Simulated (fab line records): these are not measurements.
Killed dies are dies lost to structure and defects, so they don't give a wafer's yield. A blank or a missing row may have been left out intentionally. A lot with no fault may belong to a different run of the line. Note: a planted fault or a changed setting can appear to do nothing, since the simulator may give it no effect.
Chamber matching | flow n5Finfet | rieDiel-06 running N5_BEOL_M12_DESCUM_15: 4 sister chambers
The step chemistry O2, time 7.9 s. 14 wafers are shown with their chamber, then 7 later ones without.

WAFERS, EACH WITH ITS CHAMBER
wafer  | chamber | drypumpMotorCurrentA (A) | throttleValvePct (%) | showerheadPlenumPTorr (Torr)
L079.1 | 2       | 5.6                      | 20.02                | 2.13
L079.2 | 1       | 5.6                      | 20.65                | 2.11
L079.3 | 0       | 5.2                      | 19.88                | 2.13
L084.3 | 3       | 4.9                      | 20.04                | 2.22
L084.5 | 0       | 5.2                      | 19.92                | 2.13
L084.6 | 2       | 5.6                      | 20.04                | 2.13
L085.3 | 2       | 5.6                      | 20.05                | 2.13
L085.4 | 3       | 4.9                      | 20.04                | 2.22
L085.6 | 0       | 5.2                      | 19.92                | 2.13
L087.1 | 3       | 4.9                      | 20.03                | 2.22
L087.2 | 0       | 5.2                      | 19.92                | 2.13
L087.5 | 1       | 5.5                      | 20.69                | 2.10
L091.2 | 0       | 5.2                      | 19.93                | 2.12
L091.4 | 1       | 5.6                      | 20.70                | 2.10

SIGNATURES (averages over the wafers above)
reading               | chamber 0 | chamber 1 | chamber 2 | chamber 3 | scatter within a chamber
drypumpMotorCurrentA  | 5.200     | 5.567     | 5.600     | 4.900     | 0.0258
throttleValvePct      | 19.9140   | 20.6800   | 20.0367   | 20.0367   | 0.0186
showerheadPlenumPTorr | 2.1280    | 2.1033    | 2.1300    | 2.2200    | 0.00383
Rule: for a wafer and a chamber, the distance is found by dividing, reading by reading, the gap between the wafer's reading and the chamber's mean by the reading's scatter, squaring, summing and taking the root. The wafer belongs to the nearest chamber; if the next one is less than 2 further off, it can't be placed. The scatter: the root of (the sum of the squares of (reading less its chamber's mean) over the shown wafers, divided by (wafers less chambers)).

WAFERS WHOSE CHAMBER IS MISSING
wafer  | drypumpMotorCurrentA (A) | throttleValvePct (%) | showerheadPlenumPTorr (Torr)
L091.6 | 5.2                      | 19.93                | 2.12
L093.1 | 5.6                      | 20.04                | 2.12
L093.2 | 4.9                      | 20.04                | 2.22
L093.6 | 5.5                      | 20.70                | 2.10
L095.2 | 5.2                      | 19.92                | 2.12
L095.3 | 5.6                      | 20.05                | 2.12
L095.6 | 4.9                      | 20.06                | 2.21

WHICH CHAMBER EACH ONE RAN IN
wafer  | from the rows above | in truth
L091.6 | 0                   | 0
L093.1 | 2                   | 2
L093.2 | 3                   | 3
L093.6 | 1                   | 1
L095.2 | 0                   | 0
L095.3 | 2                   | 2
L095.6 | 3                   | 3
Correctly placed: 7 of 7. Can't be placed from these rows: 0. 0 placed wrongly.
